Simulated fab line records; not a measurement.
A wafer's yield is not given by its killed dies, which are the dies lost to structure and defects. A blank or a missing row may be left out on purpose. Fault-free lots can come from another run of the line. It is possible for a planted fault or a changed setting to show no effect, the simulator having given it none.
Chamber matching    flow n5 finfet    pecvd-04 running N5_BEOL_M11_ILD_DEP_00: 3 sister chambers
The step deposits SiCOH lowk from DEMS/porogen, target thk 308.51 nm, time 58 s. 16 wafers are shown with their chamber, then 8 later ones without.

== WAFERS PAIRED WITH THEIR CHAMBERS ==
wafer   chamber  throttle valve pct (%)  showerhead plenum p Torr (Torr)  heater power w (W)
L075.2  1        14.6                    5.768                            371
L075.4  1        14.1                    5.770                            378
L075.6  2        12.1                    5.728                            300
L077.1  2        12.5                    5.735                            366
L077.2  1        14.4                    5.765                            333
L077.6  0        13.2                    5.764                            306
L080.1  2        12.0                    5.748                            346
L080.5  2        12.2                    5.731                            361
L080.6  1        14.5                    5.762                            348
L084.1  2        12.2                    5.733                            352
L084.3  1        14.5                    5.778                            308
L084.4  0        13.1                    5.773                            276
L086.1  1        14.6                    5.778                            314
L086.3  0        13.1                    5.762                            258
L086.5  1        14.3                    5.770                            326
L087.1  2        12.2                    5.758                            316

SIGNATURES (averages over the wafers above)
reading                   chamber 0  chamber 1  chamber 2  scatter within a chamber
throttle valve pct        13.133     14.429     12.200     0.162
showerhead plenum p Torr  5.76633    5.77014    5.73883    0.00863
heater power w            280.00     339.71     340.17     26.4
Rule: for each reading, subtract the chamber's mean from the wafer's reading, divide by that reading's scatter and square the result; add these up over the readings and take the root, which gives the wafer's distance from the chamber. If the next closest chamber is less than 2 further off than the closest, the wafer can't be placed; otherwise it belongs to the closest. The scatter: take each reading less its chamber's mean, square it, sum over the shown wafers, divide by the number of wafers less the number of chambers, and take the root.

== WAFERS WHOSE CHAMBER IS MISSING ==
wafer   throttle valve pct (%)  showerhead plenum p Torr (Torr)  heater power w (W)
L087.2  14.6                    5.779                            371
L087.3  12.9                    5.746                            315
L091.1  14.5                    5.778                            344
L091.2  13.3                    5.776                            319
L091.6  13.2                    5.753                            260
L097.1  13.2                    5.756                            314
L097.3  14.3                    5.774                            382
L097.6  14.4                    5.780                            298

== EACH ONE'S CHAMBER ==
wafer   from the rows above      in truth
L087.2  1                        1
L087.3  can't be placed: 0 or 2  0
L091.1  1                        1
L091.2  0                        0
L091.6  0                        0
L097.1  0                        0
L097.3  1                        1
L097.6  1                        1
Correctly placed: 7 of 8. Cannot be placed on the basis of these rows: 1; the candidates contain the true chamber in 1. Number placed wrongly: 0.
